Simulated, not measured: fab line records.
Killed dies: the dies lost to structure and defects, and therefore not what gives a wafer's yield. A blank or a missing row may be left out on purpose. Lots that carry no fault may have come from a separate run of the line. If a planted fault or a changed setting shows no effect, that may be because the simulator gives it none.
Chamber matching / flow n5 finfet / pecvd-01 running N5_BEOL_M0_SAQP_ILD_DEP_01: 3 sister chambers
The step deposits SiOC from DEMS/O2, target thk 45.419 nm, time 8.7 s. 5 wafers are shown with their chamber, then 7 later ones without.

WAFERS, EACH WITH ITS CHAMBER
wafer=L080.1; chamber=0; throttle valve pct (%)=11.5; heater power w (W)=405
wafer=L086.4; chamber=2; throttle valve pct (%)=12.8; heater power w (W)=402
wafer=L086.5; chamber=1; throttle valve pct (%)=11.2; heater power w (W)=468
wafer=L088.1; chamber=0; throttle valve pct (%)=11.6; heater power w (W)=477
wafer=L088.2; chamber=2; throttle valve pct (%)=12.4; heater power w (W)=406

WAFERS WHOSE CHAMBER IS MISSING
wafer=L088.5; throttle valve pct (%)=11.5; heater power w (W)=452
wafer=L090.1; throttle valve pct (%)=11.1; heater power w (W)=471
wafer=L090.4; throttle valve pct (%)=11.7; heater power w (W)=454
wafer=L090.6; throttle valve pct (%)=11.1; heater power w (W)=478
wafer=L091.1; throttle valve pct (%)=11.3; heater power w (W)=433
wafer=L091.2; throttle valve pct (%)=11.1; heater power w (W)=465
wafer=L091.4; throttle valve pct (%)=11.3; heater power w (W)=465

CHAMBER TAKEN BY EACH
wafer=L088.5; from the rows above=can't be placed: 0 or 1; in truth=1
wafer=L090.1; from the rows above=can't be placed: 1 or 0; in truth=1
wafer=L090.4; from the rows above=can't be placed: 0 or 1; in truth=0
wafer=L090.6; from the rows above=can't be placed: 1 or 0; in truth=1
wafer=L091.1; from the rows above=can't be placed: 1 or 0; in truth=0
wafer=L091.2; from the rows above=can't be placed: 1 or 0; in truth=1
wafer=L091.4; from the rows above=can't be placed: 1 or 0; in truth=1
Placed correctly: 0 of 7. Cannot be placed on the basis of these rows: 7; the candidates contain the true chamber in 7. Wrongly placed: 0.
How it was worked out, from the rows above alone: a wafer's distance from a chamber is the root of the sum, over the readings, of the square of ((its reading less the chamber's mean) divided by the reading's scatter). The wafer belongs to the nearest chamber; if the next one is less than 2 further off, it can't be placed. The mean given for a chamber averages the wafers shown for that chamber. The scatter is the square root of a quotient: the sum, over the shown wafers, of each reading's squared deviation from its chamber's mean, divided by wafers minus chambers.
